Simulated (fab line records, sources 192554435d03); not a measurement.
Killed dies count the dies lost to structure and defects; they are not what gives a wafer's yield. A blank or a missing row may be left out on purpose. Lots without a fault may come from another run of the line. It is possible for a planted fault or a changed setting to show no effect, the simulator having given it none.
Matching of chambers :: flow n5Finfet :: N5_BEOL_M5_ETCH_68 on rieDiel-04 has 4 sister chambers
The step etches SOC in N2/H2, target depth 80 nm, overetch 16 nm, time 120 s. 16 wafers are shown with their chamber, then 8 later ones without.

== EACH WAFER AND ITS CHAMBER ==
wafer: L074.4
chamber: 1
drypumpMotorCurrentA (A): 5.2
showerheadPlenumPTorr (Torr): 2.56
throttleValvePct (%): 17.96

wafer: L074.5
chamber: 3
drypumpMotorCurrentA (A): 5.9
showerheadPlenumPTorr (Torr): 2.69
throttleValvePct (%): 17.35

wafer: L074.6
chamber: 2
drypumpMotorCurrentA (A): 6.1
showerheadPlenumPTorr (Torr): 2.51
throttleValvePct (%): 18.00

wafer: L079.1
chamber: 0
drypumpMotorCurrentA (A): 5.1
showerheadPlenumPTorr (Torr): 2.42
throttleValvePct (%): 18.08

wafer: L079.4
chamber: 3
drypumpMotorCurrentA (A): 5.9
showerheadPlenumPTorr (Torr): 2.69
throttleValvePct (%): 17.38

wafer: L079.6
chamber: 2
drypumpMotorCurrentA (A): 6.1
showerheadPlenumPTorr (Torr): 2.50
throttleValvePct (%): 18.02

wafer: L082.1
chamber: 2
drypumpMotorCurrentA (A): 6.1
showerheadPlenumPTorr (Torr): 2.49
throttleValvePct (%): 18.03

wafer: L082.4
chamber: 0
drypumpMotorCurrentA (A): 5.2
showerheadPlenumPTorr (Torr): 2.42
throttleValvePct (%): 18.10

wafer: L082.6
chamber: 2
drypumpMotorCurrentA (A): 6.1
showerheadPlenumPTorr (Torr): 2.49
throttleValvePct (%): 18.05

wafer: L087.4
chamber: 1
drypumpMotorCurrentA (A): 5.2
showerheadPlenumPTorr (Torr): 2.54
throttleValvePct (%): 18.01

wafer: L087.5
chamber: 3
drypumpMotorCurrentA (A): 5.9
showerheadPlenumPTorr (Torr): 2.68
throttleValvePct (%): 17.41

wafer: L087.6
chamber: 0
drypumpMotorCurrentA (A): 5.1
showerheadPlenumPTorr (Torr): 2.42
throttleValvePct (%): 18.10

wafer: L088.1
chamber: 3
drypumpMotorCurrentA (A): 5.9
showerheadPlenumPTorr (Torr): 2.68
throttleValvePct (%): 17.41

wafer: L088.2
chamber: 0
drypumpMotorCurrentA (A): 5.2
showerheadPlenumPTorr (Torr): 2.42
throttleValvePct (%): 18.09

wafer: L088.6
chamber: 1
drypumpMotorCurrentA (A): 5.2
showerheadPlenumPTorr (Torr): 2.54
throttleValvePct (%): 18.02

wafer: L089.1
chamber: 3
drypumpMotorCurrentA (A): 5.9
showerheadPlenumPTorr (Torr): 2.68
throttleValvePct (%): 17.41

SIGNATURES (means of the wafers above)
reading: drypumpMotorCurrentA
chamber 0: 5.150
chamber 1: 5.200
chamber 2: 6.100
chamber 3: 5.900
scatter within a chamber: 0.0289

reading: showerheadPlenumPTorr
chamber 0: 2.4200
chamber 1: 2.5467
chamber 2: 2.4975
chamber 3: 2.6840
scatter within a chamber: 0.00743

reading: throttleValvePct
chamber 0: 18.0925
chamber 1: 17.9967
chamber 2: 18.0250
chamber 3: 17.3920
scatter within a chamber: 0.0233
Rule: a wafer's distance from a chamber is the root of the sum, over the readings, of the square of ((its reading less the chamber's mean) divided by the reading's scatter). The wafer belongs to the nearest chamber; if the next one is less than 2 further off, it can't be placed. The scatter is the square root of a quotient: the sum, over the shown wafers, of each reading's squared deviation from its chamber's mean, divided by wafers minus chambers.

== WAFERS WITH NO CHAMBER GIVEN ==
wafer: L089.3
drypumpMotorCurrentA (A): 5.9
showerheadPlenumPTorr (Torr): 2.68
throttleValvePct (%): 17.41

wafer: L089.5
drypumpMotorCurrentA (A): 5.9
showerheadPlenumPTorr (Torr): 2.68
throttleValvePct (%): 17.42

wafer: L094.1
drypumpMotorCurrentA (A): 5.2
showerheadPlenumPTorr (Torr): 2.54
throttleValvePct (%): 18.02

wafer: L094.2
drypumpMotorCurrentA (A): 6.1
showerheadPlenumPTorr (Torr): 2.49
throttleValvePct (%): 17.59

wafer: L094.5
drypumpMotorCurrentA (A): 6.1
showerheadPlenumPTorr (Torr): 2.49
throttleValvePct (%): 17.58

wafer: L095.3
drypumpMotorCurrentA (A): 5.2
showerheadPlenumPTorr (Torr): 2.41
throttleValvePct (%): 18.14

wafer: L095.5
drypumpMotorCurrentA (A): 6.1
showerheadPlenumPTorr (Torr): 2.49
throttleValvePct (%): 17.59

wafer: L095.6
drypumpMotorCurrentA (A): 5.2
showerheadPlenumPTorr (Torr): 2.54
throttleValvePct (%): 18.04

== WHICH CHAMBER EACH WENT THROUGH ==
wafer: L089.3
from the rows above: 3
in truth: 3

wafer: L089.5
from the rows above: 3
in truth: 3

wafer: L094.1
from the rows above: 1
in truth: 1

wafer: L094.2
from the rows above: 2
in truth: 2

wafer: L094.5
from the rows above: 2
in truth: 2

wafer: L095.3
from the rows above: 0
in truth: 0

wafer: L095.5
from the rows above: 2
in truth: 2

wafer: L095.6
from the rows above: 1
in truth: 1
Correct placement for 8 of the 8. Not placeable from these rows: 0. Number placed wrongly: 0.
